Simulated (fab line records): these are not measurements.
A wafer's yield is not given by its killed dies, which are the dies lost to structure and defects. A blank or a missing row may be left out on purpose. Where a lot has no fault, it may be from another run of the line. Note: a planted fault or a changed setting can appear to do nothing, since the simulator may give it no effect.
fab line records ; flow nandHarc ; part 2 of 2: steps 41 to 41 of 41
record lots=6; wafers=18; lastDay=33
route steps=1302 shown A_CHANNEL_FILL_D1@492 A_DECK1_JOINT@518 END@1301
lots with no fault: from the same line, run without faults
startH: hours from the record's opening day to when the first of the lot's shown wafers began ; waitH: hours from the lot's prior step to this one ; " repeats the value in the row above ; L1.1+2: a row that stands for several wafers ; - value missing, or start not given ; * or withheld: withheld ; < > ~ a bound
route shown NAME@n: a module of which the file shows steps, and the number in the route of the first ; usual: mean/standard deviation of fault-free wafers ; same: alike in all rows ; chamber/n: place in a boat ; sites: each site's reading ; _std_site: how widely they spread, as a standard deviation ; _edge_site: outer sites' mean less inner sites' ; radiusMm: for every site, how far away it sits from the centre of the wafer ; mask NAME#n: copy n ; behind: the most recent tool/chamber to have shaped the wafer ; hold: cause of the lot's hold/its duration in hours/its outcome ; device: names the non-switching transistor (n, p or np) ; end of line: the tests these same wafers got at the end of their route ; where a step has no rows: the recipe by itself ; killed: at the first sort, the dies lost to defects and structure; wafer yield is something else ; map: dies across one wafer; x = killed, . = not, _ = none there
set.NAME: the run value of the setting; set.NAME@STEP: its run value at that earlier step ; model.NAME: the simulator's own value behind a step, which no gauge read
lots at selected steps of the route; one table per step, one row per wafer
services: the hour from which a tool's chamber was out of use, counted from the record's first day as startH (under 0 if before that day), plus the number of hours and why
## steps
# step NHARC_END_SORT_01
# recipe tempC=25
# usual killedAtArray=52/20; killedAtOther=1.0/1.3; killedAtPeriphery=3.7/2.2; killedDies=57/20; killedOpen=3.2/1.6; killedShort=2.4/1.6
# same grossDies=677
lot.wafer;tool;chamber;startH;waitH;hold;killedAtArray;killedAtOther;killedAtPeriphery;killedDies;killedOpen;killedShort
L702.1;prober-02;0;577.15;2.5;-;48;1;1;50;1;2
L702.5;prober-02;0;580.39;3.7;-;39;1;4;44;4;0
L702.6;prober-02;0;581.21;4.1;-;45;1;3;49;1;2
L707.2;prober-02;0;643.20;4.7;awaitDispo/1.9h/release;30;0;1;31;4;2
L707.3;prober-02;0;644.01;5.0;awaitDispo/1.9h/release;31;0;1;32;6;1
L707.5;prober-02;0;645.64;5.6;awaitDispo/1.9h/release;31;0;1;32;2;2
L706.2;prober-01;0;643.54;5.2;awaitDispo/2.4h/release;97;2;5;104;4;1
L706.3;prober-01;0;644.33;5.5;awaitDispo/2.4h/release;78;0;3;81;0;4
L706.6;prober-01;0;646.71;6.3;awaitDispo/2.4h/release;82;2;4;88;2;3
L721.1;prober-02;0;777.55;2.5;-;22;0;9;31;4;3
L721.2;prober-02;0;778.33;2.8;-;30;0;7;37;6;3
L721.4;prober-02;0;779.90;3.3;-;22;0;7;29;2;5
L723.1;prober-02;0;799.16;2.5;-;36;0;2;38;2;1
L723.2;prober-02;0;799.97;2.8;-;41;1;3;45;6;4
L723.4;prober-02;0;801.58;3.4;-;34;1;3;38;4;2
L722.1;prober-01;0;799.20;2.5;-;51;0;5;56;2;4
L722.4;prober-01;0;801.61;3.4;-;67;2;3;72;1;5
L722.5;prober-01;0;802.42;3.7;-;58;2;7;67;4;3
# killed by level:class
L702.1 A_CHANNEL_HOLE_D1:chamberFilmFlake=24 A_CHANNEL_HOLE_D2:chamberFilmFlake=12 A_CONTACT:chamberFilmFlake=7 A_ONON_D1:geometricParticle:short=1 A_CHANNEL_FILL_D1:geometricParticle:open=1 A_ONON_D2:geometricParticle:short=1 P_GATE:chamberFilmFlake=1 A_CHANNEL_FILL_D2:chamberFilmFlake=1
L702.5 A_CHANNEL_HOLE_D1:chamberFilmFlake=21 A_CHANNEL_HOLE_D2:chamberFilmFlake=10 A_CONTACT:chamberFilmFlake=3 P_M0:geometricParticle:open=2 A_DECK1_JOINT:chamberFilmFlake=2 P_GATE:geometricParticle:open=1 A_ONON_D2:geometricParticle:open=1 P_GATE:chamberFilmFlake=1
L702.6 A_CHANNEL_HOLE_D1:chamberFilmFlake=29 A_CHANNEL_HOLE_D2:chamberFilmFlake=14 P_GATE:geometricParticle:open=1 P_CONTACT:geometricParticle:short=1 A_ONON_D1:geometricParticle:short=1 P_M0:chamberFilmFlake=1 A_CONTACT:chamberFilmFlake=1 THIN_TSV:chamberFilmFlake=1
L707.2 A_CHANNEL_HOLE_D2:chamberFilmFlake=10 A_CHANNEL_HOLE_D1:chamberFilmFlake=7 A_CHANNEL_FILL_D1:geometricParticle:open=2 A_CHANNEL_FILL_D2:chamberFilmFlake=2 A_STAIRCASE:chamberFilmFlake=2 A_SOURCE_PLATE:geometricParticle:open=1 A_ONON_D1:geometricParticle:short=1 A_ONON_D2:geometricParticle:short=1
L706.2 A_SLIT:chamberFilmFlake=30 A_CHANNEL_HOLE_D1:chamberFilmFlake=28 A_CHANNEL_HOLE_D2:chamberFilmFlake=27 A_CONTACT:chamberFilmFlake=4 P_ZERO_WELL:chamberFilmFlake=3 A_STAIRCASE:chamberFilmFlake=3 STARTING-WAFER:geometricParticle:open=2 P_CONTACT:geometricParticle:open=1
L707.3 A_CHANNEL_HOLE_D2:chamberFilmFlake=14 A_ONON_D1:geometricParticle:open=2 A_CONTACT:geometricParticle:open=2 A_CHANNEL_HOLE_D1:chamberFilmFlake=2 A_CHANNEL_FILL_D1:chamberFilmFlake=2 A_CHANNEL_FILL_D2:chamberFilmFlake=2 A_M0:chamberFilmFlake=2 A_CHANNEL_FILL_D1:geometricParticle:open=1
L706.3 A_SLIT:chamberFilmFlake=25 A_CHANNEL_HOLE_D1:chamberFilmFlake=19 A_CHANNEL_HOLE_D2:chamberFilmFlake=18 A_CONTACT:chamberFilmFlake=5 P_ZERO_WELL:chamberFilmFlake=3 A_STAIRCASE:chamberFilmFlake=3 A_ONON_D2:geometricParticle:short=2 A_WL_FILL:chamberFilmFlake=2
L707.5 A_CHANNEL_HOLE_D2:chamberFilmFlake=16 A_CHANNEL_HOLE_D1:chamberFilmFlake=4 A_SLIT:chamberFilmFlake=2 A_CONTACT:chamberFilmFlake=2 A_ONON_D2:geometricParticle:short=1 A_CHANNEL_FILL_D2:geometricParticle:short=1 A_SGD_CUT:geometricParticle:open=1 A_M0:geometricParticle:open=1
L706.6 A_SLIT:chamberFilmFlake=28 A_CHANNEL_HOLE_D2:chamberFilmFlake=23 A_CHANNEL_HOLE_D1:chamberFilmFlake=18 A_CONTACT:chamberFilmFlake=4 A_WL_FILL:chamberFilmFlake=3 P_ZERO_WELL:chamberFilmFlake=2 A_DECK1_JOINT:chamberFilmFlake=2 P_GATE:geometricParticle:short=1
L721.1 A_SLIT:chamberFilmFlake=8 A_CONTACT:chamberFilmFlake=6 P_BONDPAD:chamberFilmFlake=4 A_BLC:chamberFilmFlake=3 P_GATE:chamberFilmFlake=2 P_M0:geometricParticle:open=1 P_M1:geometricParticle:open=1 A_SOURCE_PLATE:geometricParticle:open=1
L721.2 A_SLIT:chamberFilmFlake=11 A_CONTACT:chamberFilmFlake=6 A_BLC:chamberFilmFlake=4 P_CONTACT:geometricParticle:open=3 P_BONDPAD:chamberFilmFlake=2 A_CHANNEL_HOLE_D1:chamberFilmFlake=2 A_ONON_D1:geometricParticle:open=1 A_ONON_D1:geometricParticle:short=1
L721.4 A_SLIT:chamberFilmFlake=6 A_CONTACT:chamberFilmFlake=6 P_BONDPAD:chamberFilmFlake=3 A_BLC:chamberFilmFlake=3 P_GATE:geometricParticle:short=1 P_CONTACT:geometricParticle:short=1 A_CHANNEL_FILL_D1:geometricParticle:short=1 A_CHANNEL_FILL_D1:geometricParticle:open=1
L723.1 A_CHANNEL_HOLE_D1:chamberFilmFlake=14 A_SLIT:chamberFilmFlake=10 A_STAIRCASE:chamberFilmFlake=4 P_STI:chamberFilmFlake=2 A_CHANNEL_HOLE_D2:chamberFilmFlake=2 A_CONTACT:chamberFilmFlake=2 A_CHANNEL_FILL_D2:geometricParticle:short=1 A_CHANNEL_FILL_D2:geometricParticle:open=1
L722.1 A_CHANNEL_HOLE_D2:chamberFilmFlake=28 A_CONTACT:chamberFilmFlake=9 A_SLIT:chamberFilmFlake=6 P_GATE:chamberFilmFlake=4 P_STI:geometricParticle:open=1 A_ONON_D2:geometricParticle:short=1 A_CHANNEL_FILL_D2:geometricParticle:short=1 A_SGD_CUT:geometricParticle:short=1
L723.2 A_CHANNEL_HOLE_D1:chamberFilmFlake=18 A_STAIRCASE:chamberFilmFlake=6 A_SLIT:chamberFilmFlake=6 P_CONTACT:geometricParticle:open=3 A_CONTACT:chamberFilmFlake=3 A_CHANNEL_FILL_D1:geometricParticle:short=1 A_DECK1_JOINT:geometricParticle:open=1 A_ONON_D2:geometricParticle:open=1
L723.4 A_CHANNEL_HOLE_D1:chamberFilmFlake=14 A_SLIT:chamberFilmFlake=9 A_STAIRCASE:chamberFilmFlake=2 A_CONTACT:chamberFilmFlake=2 P_CONTACT:geometricParticle:open=1 A_ONON_D1:geometricParticle:open=1 A_DECK1_JOINT:geometricParticle:open=1 A_DECK1_JOINT:geometricParticle:short=1
L722.4 A_CHANNEL_HOLE_D2:chamberFilmFlake=37 A_SLIT:chamberFilmFlake=12 A_CONTACT:chamberFilmFlake=8 A_M1:chamberFilmFlake=5 STARTING-WAFER:geometricParticle:short=2 A_STAIRCASE:chamberFilmFlake=2 P_CONTACT:geometricParticle:open=1 A_ONON_D1:geometricParticle:short=1
L722.5 A_CHANNEL_HOLE_D2:chamberFilmFlake=31 A_CONTACT:chamberFilmFlake=11 A_SLIT:chamberFilmFlake=7 P_GATE:chamberFilmFlake=3 P_ZERO_WELL:chamberFilmFlake=2 A_M1:chamberFilmFlake=2 P_CONTACT:geometricParticle:open=1 P_M0:geometricParticle:open=1
# map L706.2 (x killed, . not)
____________.____________
_________......x_________
_______..........._______
______.............______
_____.....x........._____
____x...............x____
____.xx..............____
___.xxx...............___
___xxxxx.............x___
__.xxxxx............x..__
__.xxx............x....__
_x..xxx................._
_...xxxx................_
_......................._
_..xx.xxxx...........x.._
_....xxxxx.............._
......x.xx...............
.......xxxx.........x....
.....xxxxxx..............
....x.xx.x...............
x......x.................
_..x....x..............._
_....x.................._
_....................x.._
_...........x.........xx_
_x......x.....x...xxxxx._
__..................xx.__
__........x.......x.xx.__
___..............xxxxx___
___.........x...xxx.xx___
____..........x..x.xx____
____...........x..x.x____
_____..............._____
______.............______
_______..........._______
_________......._________
____________.____________
# map L707.3 (x killed, . not)
____________x____________
_________......._________
_______..........._______
______............x______
_____..............._____
____.................____
____.......x.x.......____
___..........x.....x..___
___.........x.x.......___
__.........x.xx........__
__............x........__
_......................._
_.........x...xx........_
_...........x..........._
_..........x............_
_......................._
........x................
............x............
.........................
.x......x.x..............
.........................
_......................._
_.........x............._
_......................._
_......................._
_......................._
__.....................__
__.....................__
___.........x.........___
___...................___
____..........x......____
____..x..........x...____
_____............x.._____
______xx...........______
_______.....x....._______
_________.x....._________
____________.____________
## services
tool;chamber;startH;hours;kind
rieDiel-08;0;183.08;5.2;repair
rieDiel-01;2;186.19;5.9;repair
rieDiel-08;-;190.80;9.0;pm
rieDiel-01;0;192.01;2.4;repair
lpcvdPoly-01;-;194.88;2.5;repair
rieDiel-01;-;203.80;9.0;pm
lpcvdPoly-02;-;208.05;26.0;pm
aldHk-03;-;217.85;10.0;pm
rieDiel-05;-;229.60;9.0;pm
rieDiel-01;3;250.10;11.1;repair
aldHk-04;-;255.06;10.0;pm
aldSinBatch-02;-;266.00;26.0;pm
rieDiel-01;3;281.96;4.6;repair
aldHk-02;-;348.00;10.0;pm
aldHk-02;0;348.00;10.0;ventCycle
rieDiel-08;-;367.80;9.0;pm
rieDiel-01;-;373.98;0.9;repair
rieDiel-01;-;380.80;9.0;pm
rieDiel-05;2;387.36;4.5;repair
aldHk-03;-;389.50;0.6;repair
aldHk-03;-;395.85;10.0;pm
rieDiel-05;-;406.60;9.0;pm
aldHk-04;-;433.06;10.0;pm
lpcvdPoly-04;-;438.70;1.4;repair
## key
firstSign step=NHARC_A_CHANNEL_FILL_D1_CVD_05; reading=spikeTcCentreC; direction=up; sigmas=19; usual=551.2; struck=571.7
effect step=NHARC_A_CHANNEL_FILL_D1_CVD_05; reading=spikeTcUpperC; direction=up; sigmas=18; usual=549.8; struck=570.1
effect step=NHARC_END_WLT_00; reading=VT_DECK1_TOP_INNER; direction=up; sigmas=23; usual=0.895; struck=1.042
effect step=NHARC_END_SORT_01; reading=hold; direction=added
metAt NHARC_A_CHANNEL_FILL_D1_CVD_05
struckWafers L706.2,L706.3,L706.6,L707.2,L707.3,L707.5
testerLeftOut L706,L707
onsetBetween 232.11 283.73
fault kind=processParameterDrift; tool=lpcvdPoly-01; chamber=-; onsetH=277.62; steps=NHARC_A_CHANNEL_FILL_D1_CVD_05; channel=tempC; offset=*; shape=step; endH=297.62; actsIn=*; stated=*
# testerLeftOut: of these lots the tester's yield and bins aren't shown, on N5 and GAA mostly nor the transistor test; their killed dies are dies lost to structure and defects alone, not to doping, threshold or leakage, so they don't give the yield
